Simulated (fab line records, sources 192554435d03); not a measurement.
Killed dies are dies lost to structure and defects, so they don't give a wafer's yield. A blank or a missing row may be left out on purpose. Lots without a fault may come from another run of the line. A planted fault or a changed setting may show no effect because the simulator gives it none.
Split-lot experiment | flow n5_finfet | 7 lots, 21 wafers read, on a route of 1938 steps

THE SPLIT
At N5_BEOL_M9_CMP_52 (polishes, stops on SiCOH lowk, t overpolish 7 s, target thk 140 nm), the setting down_force_psi was moved away from the recipe's 1 psi on 7 of the 21 wafers read, by -19.1% to -6.3%. The other wafers ran this setting at the recipe's value.

The reading is taken at the split's own step.

THE READING
barrier_field_endpoint_s, in s, at N5_BEOL_M9_CMP_52 (polishes, stops on SiCOH lowk, t overpolish 7 s, target thk 140 nm). Fault-free wafers of this fab line usually give 28.9 s, standard deviation 0.6 s.

wafer  | tool, chamber at the split | down_force_psi as run, psi | against the recipe | barrier_field_endpoint_s, s | against lot-mates on the recipe
L079.3 | cmp-04, 1                  | 1                          | recipe             | 28.5                        | -
L079.2 | cmp-04, 0                  | 0.893                      | -10.7%             | 33.8                        | +5.3
L079.5 | cmp-04, 2                  | 0.893                      | -10.7%             | 32.5                        | +4.0
L077.1 | cmp-04, 0                  | 0.8092                     | -19.1%             | 35.9                        | +7.1
L077.3 | cmp-04, 2                  | 1                          | recipe             | 28.8                        | -
L077.5 | cmp-04, 1                  | 0.8092                     | -19.1%             | 35.4                        | +6.6
L078.2 | cmp-01, 0                  | 1                          | recipe             | 28.0                        | -
L078.1 | cmp-01, 3                  | 1                          | recipe             | 29.4                        | -
L078.6 | cmp-01, 1                  | 1                          | recipe             | 28.8                        | -
L080.2 | cmp-04, 3                  | 1                          | recipe             | 29.5                        | -
L080.1 | cmp-04, 1                  | 0.8827                     | -11.7%             | 32.1                        | +2.8
L080.6 | cmp-04, 3                  | 1                          | recipe             | 29.1                        | -
L084.2 | cmp-02, 3                  | 0.9368                     | -6.3%              | 30.5                        | +2.3
L084.5 | cmp-02, 1                  | 1                          | recipe             | 28.2                        | -
L084.6 | cmp-02, 2                  | 0.9368                     | -6.3%              | 31.1                        | +2.9
L083.4 | cmp-02, 0                  | 1                          | recipe             | 29.3                        | -
L083.3 | cmp-02, 1                  | 1                          | recipe             | 28.3                        | -
L083.6 | cmp-02, 0                  | 1                          | recipe             | 29.4                        | -
L090.1 | cmp-02, 1                  | 1                          | recipe             | 28.5                        | -
L090.6 | cmp-02, 1                  | 1                          | recipe             | 28.5                        | -
L090.5 | cmp-02, 2                  | 1                          | recipe             | 28.1                        | -

THE FIT
A straight line over all 21 wafers: barrier_field_endpoint_s changes by -0.361 s for each +1% of down_force_psi; r = -0.97; the points scatter about the line by 0.57 s.
The same after taking each lot's own level away (the mean of its wafers on the recipe; 21 wafers): -0.361 s for each +1%; r = -0.97; scatter 0.59 s.
On that fit, the largest move of down_force_psi shifts the reading by 6.9 s.
The lots' own levels span 28.20 to 29.30 s, that is 1.8 times the standard deviation above.
So the lot-to-lot level changes the slope little: the two slopes agree.
Check: with one of the wafers moved furthest among these (-19.1%) left out of the fit, the line predicts +6.83 s for it against its lot-mates. It came out at +7.1 s against them.
Tool readings at the split's step, against how far the setting was moved: barrier_field_endpoint_s r = -0.97.

OTHER SPLITS ON THESE WAFERS
These wafers also went through other splits before the reading. Each is held against what the fit with the lots' levels taken away leaves over:
other split on the same wafers  | wafers away from the commonest value | r with barrier_field_endpoint_s (lot level and that fit taken away)
N5_BEOL_M5_COAT_05 spin_rpm     | 9                                    | -0.17
N5_BEOL_M6_EXPOSE_25 dose_mj    | 11                                   | -0.23
N5_BEOL_M7_COAT_63 spin_rpm     | 5                                    | +0.35
N5_BEOL_M7_COAT_71 spin_rpm     | 6                                    | -0.18
N5_BEOL_M8_VIA_ETCH_34 source_w | 8                                    | +0.01

THE FILE'S OWN FIT
barrier_field_endpoint_s changes by -0.35 s for each +1% of down_force_psi, r = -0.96.
